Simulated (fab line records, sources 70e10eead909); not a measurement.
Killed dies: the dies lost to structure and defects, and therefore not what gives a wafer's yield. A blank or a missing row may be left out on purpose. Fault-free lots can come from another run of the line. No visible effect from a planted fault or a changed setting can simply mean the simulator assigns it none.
Struck lot and sound lot, side by side | flow nand-harc | 13 steps out of a route of 1302
Sound: these wafers, L672.2, L672.3, L672.5. Struck: wafers L687.1, L687.3, L687.6. The cause comes at the end.
Order at every step that has rows: each side's tool, ch and its chambers, its first start. Under that, the readings that differ: sound wafers | struck wafers | difference of the means | sigmas: that difference in standard deviations of wafers without a fault.
alike: same words and numbers on both sides, and readings whose means sit less than 2 such deviations apart. not compared: any withheld reading, any reading some wafer has no value for, any bound like >300 that may hide the same value, and any number with overlapping values for which the record gives no deviation.
The two part at a step that has a row with sigmas, a row that says differs or no value, or rows on one side only. When numbers do not overlap yet have no deviation, they are printed without sigmas and do not part them. Lack of a reading on every wafer of one side parts them only where that side has two or more wafers.

NHARC_P_CONTACT_CD_MEAS_19:
  struck on cd-sem-01, day 12 16:55; sound on cd-sem-03, day 6 14:43
  alike: cd-nm
NHARC_P_CONTACT_STRIP_28: strips in O2.
  sound on rie-diel-03 ch 1,2,3, day 6 14:49; struck on rie-diel-08 ch 1,2, day 12 17:00
  reading                         | sound          | struck         | difference | sigmas
  showerhead-plenum-p-Torr (Torr) | 3.52 3.54 3.77 | 3.50 3.31 3.31 | -0.24      | -2
  alike: drypump-motor-current-A, oes-product-au, rf-vpp-V, throttle-valve-pct
  not compared: rf-hours-counter-h
then, 1 step without rows for these wafers: NHARC_P_CONTACT_STRIP_29 (strips in post etch residue remover, time 1200 s).
NHARC_P_CONTACT_DEGAS_38: time 60 s.
  struck on pvd-sputter-03, day 12 17:40; sound on pvd-sputter-02, day 6 15:25
  alike: heater-power-w
then, 1 step without rows for these wafers: NHARC_P_CONTACT_PRE_CLEAN_39 (time 19.5 s).
NHARC_P_CONTACT_PVD_32: deposits Ti, target thk 5 nm, time 17.7 s.
  sound on pvd-sputter-02; struck on pvd-sputter-03
  alike: substrate-temp-c, throttle-valve-pct
then, 1 step without rows for these wafers: NHARC_P_CONTACT_ALD_22 (deposits TiN, target thk 3 nm, pulse time 1 s, ald cycles 150).
NHARC_P_CONTACT_CVD_23: deposits W, target thk 200 nm, time 557 s.
  sound on cvd-w-01 ch 0,1; struck on cvd-w-02 ch 0,1
  reading                  | sound       | struck      | difference | sigmas
  heater-power-outer-w (W) | 227 236 235 | 255 313 307 | +59        | +2
  alike: heater-power-w, throttle-valve-pct
NHARC_P_CONTACT_CMP_24: polishes, t overpolish 30 s, target thk 200 nm.
  sound on cmp-04 ch 1,2, day 6 16:32; struck on cmp-04 ch 0,1,2, day 12 18:46
  reading              | sound                | struck               | difference | sigmas
  overpolish-run-s (s) | 30.010 30.009 30.000 | 29.975 29.992 29.984 | -0.023     | -2
  alike: motor-current-A, time-to-endpoint-s
then, 1 step without rows for these wafers: NHARC_P_CONTACT_SRD_26.
NHARC_P_CONTACT_INSPECT_27:
  struck on defect-inspect-01, day 12 19:08; sound on defect-inspect-02, day 6 16:55
  alike: raw-defect-count
NHARC_P_M0_DEP_00: deposits SiOC, target thk 150 nm.
  sound on pecvd-03 ch 0,1,2, day 6 17:01; struck on pecvd-03 ch 1,2, day 12 20:07
then, 1 step without rows for these wafers: NHARC_P_M0_DEHYDRATE_01 (time 120 s).

== WHERE THEY PART ==
At NHARC_P_CONTACT_STRIP_28 first; at NHARC_P_CONTACT_CMP_24 last (within this record only). Later steps at which nothing parts them and some readings are alike: NHARC_P_CONTACT_INSPECT_27.

WHY: the cause the simulator had injected
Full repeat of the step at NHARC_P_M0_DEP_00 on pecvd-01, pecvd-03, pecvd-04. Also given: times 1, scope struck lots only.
